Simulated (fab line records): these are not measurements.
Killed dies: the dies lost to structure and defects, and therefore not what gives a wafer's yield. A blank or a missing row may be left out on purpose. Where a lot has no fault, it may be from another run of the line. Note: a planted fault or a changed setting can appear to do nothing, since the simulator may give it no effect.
Matching of chambers / flow n5Finfet / N5_BEOL_M15_DESCUM_15 on rieDiel-03 has 4 sister chambers
The step chemistry O2, time 7.9 s. 4 wafers are shown with their chamber, then 8 later ones without.

WAFERS WITH THEIR CHAMBER
wafer=L083.3; chamber=3; showerheadPlenumPTorr (Torr)=2.13
wafer=L085.1; chamber=1; showerheadPlenumPTorr (Torr)=2.12
wafer=L085.3; chamber=0; showerheadPlenumPTorr (Torr)=1.99
wafer=L088.1; chamber=2; showerheadPlenumPTorr (Torr)=2.04

WAFERS WITHOUT THEIR CHAMBER
wafer=L088.2; showerheadPlenumPTorr (Torr)=2.12
wafer=L088.4; showerheadPlenumPTorr (Torr)=2.12
wafer=L096.1; showerheadPlenumPTorr (Torr)=2.12
wafer=L096.5; showerheadPlenumPTorr (Torr)=2.11
wafer=L096.6; showerheadPlenumPTorr (Torr)=2.04
wafer=L097.4; showerheadPlenumPTorr (Torr)=2.24
wafer=L097.5; showerheadPlenumPTorr (Torr)=2.24
wafer=L097.6; showerheadPlenumPTorr (Torr)=2.12

THE CHAMBER EACH PASSED THROUGH
wafer=L088.2; from the rows above=can't be placed: 1 or 3 or 2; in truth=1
wafer=L088.4; from the rows above=can't be placed: 1 or 3 or 2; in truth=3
wafer=L096.1; from the rows above=can't be placed: 1 or 3 or 2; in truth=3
wafer=L096.5; from the rows above=can't be placed: 1 or 3 or 2 or 0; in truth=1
wafer=L096.6; from the rows above=can't be placed: 2 or 0 or 1 or 3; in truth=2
wafer=L097.4; from the rows above=can't be placed: 3 or 1 or 2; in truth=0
wafer=L097.5; from the rows above=can't be placed: 3 or 1 or 2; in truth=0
wafer=L097.6; from the rows above=can't be placed: 1 or 3 or 2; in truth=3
0 of 8 placed correctly. Unplaceable from these rows: 8, with the true chamber sitting among the candidates in 6. 0 placed wrongly.
How it was worked out, from the rows above alone: a wafer's distance from a chamber is the root of the sum, over the readings, of the square of ((its reading less the chamber's mean) divided by the reading's scatter). If the next closest chamber is less than 2 further off than the closest, the wafer can't be placed; otherwise it belongs to the closest. A chamber's mean is the mean of its shown wafers. The scatter (one wafer shown for each chamber): square how far every hidden wafer sits from the nearest shown wafer, average those squares and take the square root.
